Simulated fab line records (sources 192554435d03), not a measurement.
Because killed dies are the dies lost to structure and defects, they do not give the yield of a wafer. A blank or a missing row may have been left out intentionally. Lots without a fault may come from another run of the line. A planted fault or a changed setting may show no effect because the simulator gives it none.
Matching of chambers || flow n5-finfet || N5_HKMG_FIN_DESCUM_53 on rie-diel-02 has 4 sister chambers
The step chemistry O2, time 7.9 s. 4 wafers are shown with their chamber, then 9 later ones without.

WAFERS, EACH WITH ITS CHAMBER
{"wafer": "L077.1", "chamber": 0, "drypump-motor-current-A (A)": 6.1}
{"wafer": "L089.2", "chamber": 3, "drypump-motor-current-A (A)": 5.3}
{"wafer": "L089.3", "chamber": 2, "drypump-motor-current-A (A)": 5.1}
{"wafer": "L089.6", "chamber": 1, "drypump-motor-current-A (A)": 5.8}

WAFERS WHOSE CHAMBER IS MISSING
{"wafer": "L091.2", "drypump-motor-current-A (A)": 5.8}
{"wafer": "L091.3", "drypump-motor-current-A (A)": 6.2}
{"wafer": "L091.4", "drypump-motor-current-A (A)": 5.3}
{"wafer": "L094.2", "drypump-motor-current-A (A)": 6.1}
{"wafer": "L094.3", "drypump-motor-current-A (A)": 5.7}
{"wafer": "L094.5", "drypump-motor-current-A (A)": 5.1}
{"wafer": "L097.1", "drypump-motor-current-A (A)": 5.3}
{"wafer": "L097.4", "drypump-motor-current-A (A)": 6.2}
{"wafer": "L097.5", "drypump-motor-current-A (A)": 5.1}

CHAMBER TAKEN BY EACH
{"wafer": "L091.2", "from the rows above": 1, "in truth": 1}
{"wafer": "L091.3", "from the rows above": 0, "in truth": 0}
{"wafer": "L091.4", "from the rows above": 3, "in truth": 3}
{"wafer": "L094.2", "from the rows above": 0, "in truth": 0}
{"wafer": "L094.3", "from the rows above": 1, "in truth": 1}
{"wafer": "L094.5", "from the rows above": 2, "in truth": 2}
{"wafer": "L097.1", "from the rows above": 3, "in truth": 3}
{"wafer": "L097.4", "from the rows above": 0, "in truth": 0}
{"wafer": "L097.5", "from the rows above": 2, "in truth": 2}
Correctly placed: 9 of 9. From these rows, 0 cannot be placed. 0 placed wrongly.
How it was worked out, from the rows above alone: a wafer's distance from a chamber is the root of the sum, over the readings, of the square of ((its reading less the chamber's mean) divided by the reading's scatter). If the next closest chamber is less than 2 further off than the closest, the wafer can't be placed; otherwise it belongs to the closest. The mean given for a chamber averages the wafers shown for that chamber. The scatter: with one shown wafer a chamber, the root of the mean of the squares of how far each hidden wafer lies from its nearest shown one.
